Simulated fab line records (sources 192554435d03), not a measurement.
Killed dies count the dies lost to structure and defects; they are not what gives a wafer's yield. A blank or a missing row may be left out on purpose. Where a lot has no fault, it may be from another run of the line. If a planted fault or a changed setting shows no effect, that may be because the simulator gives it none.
Lot-split experiment -- flow n5Finfet -- 21 wafers read across 7 lots, on a route 1938 steps long

ON THE SPLIT
At N5_HKMG_FIN_PEB_10 (peb time 60 s), the setting pebTimeS was moved away from the recipe's 60 s on 8 of the 21 wafers read, by -16.1% to +22.4%. This setting was run at the recipe's value on the other wafers.

BETWEEN THE SPLIT AND THE READING: the file shows 1 step in between
- N5_HKMG_FIN_DEVELOP_11: develop time 30 s

THE READING
Shown in nm: cdNm at N5_HKMG_FIN_CD_MEAS_12, with target cd 92.8 nm. A value of 93.3 nm with a standard deviation of 0.79 nm is what fault-free wafers of this fab line usually give.

wafer,"tool, chamber at the split","pebTimeS as run, s",against the recipe,"cdNm, nm",against lot-mates on the recipe
L075.2,"lithoTrack-02, 0",60,recipe,93.0,-
L075.4,"lithoTrack-02, 0",60,recipe,93.4,-
L075.5,"lithoTrack-02, 0",60,recipe,93.9,-
L077.4,"lithoTrack-04, 0",72,+20.0%,99.5,+6.4
L077.5,"lithoTrack-04, 0",72,+20.0%,99.3,+6.2
L077.6,"lithoTrack-04, 0",60,recipe,93.1,-
L078.1,"lithoTrack-02, 0",64.6,+7.7%,97.2,+4.1
L078.3,"lithoTrack-02, 0",60,recipe,93.1,-
L078.5,"lithoTrack-02, 0",64.6,+7.7%,95.6,+2.5
L081.2,"lithoTrack-03, 0",50.37,-16.1%,87.7,-6.8
L081.5,"lithoTrack-03, 0",60,recipe,94.4,-
L081.6,"lithoTrack-03, 0",60,recipe,94.5,-
L082.1,"lithoTrack-04, 0",60,recipe,92.9,-
L082.4,"lithoTrack-04, 0",73.42,+22.4%,98.0,+5.8
L082.5,"lithoTrack-04, 0",60,recipe,91.4,-
L084.2,"lithoTrack-04, 0",60,recipe,93.1,-
L084.3,"lithoTrack-04, 0",60,recipe,92.8,-
L084.6,"lithoTrack-04, 0",60,recipe,92.1,-
L086.1,"lithoTrack-02, 0",52.66,-12.2%,89.2,-4.6
L086.2,"lithoTrack-02, 0",60,recipe,93.8,-
L086.3,"lithoTrack-02, 0",52.66,-12.2%,89.3,-4.5

FIT RESULTS
A straight line over all 21 wafers: cdNm changes by +0.299 nm for each +1% of pebTimeS; r = +0.96; the points scatter about the line by 0.92 nm.
The same after taking each lot's own level away (the mean of its wafers on the recipe; 21 wafers): +0.334 nm for each +1%; r = +0.98; scatter 0.7 nm.
Per that fit: largest pebTimeS move, reading shift of 7.5 nm.
Across the lots, their own levels run from 92.15 to 94.45 nm, a range of 2.9 times the standard deviation given above.
Thus the slope moves with the lot-to-lot level: the two fits are different.
Check: +7.85 nm against its lot-mates is what the line predicts for one of the wafers moved furthest among these (+22.4%) when that wafer is left out of the fit. It came out at +5.85 nm against them.

THE FILE'S OWN FIT
cdNm changes by +0.326 nm for each +1% of pebTimeS, r = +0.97.
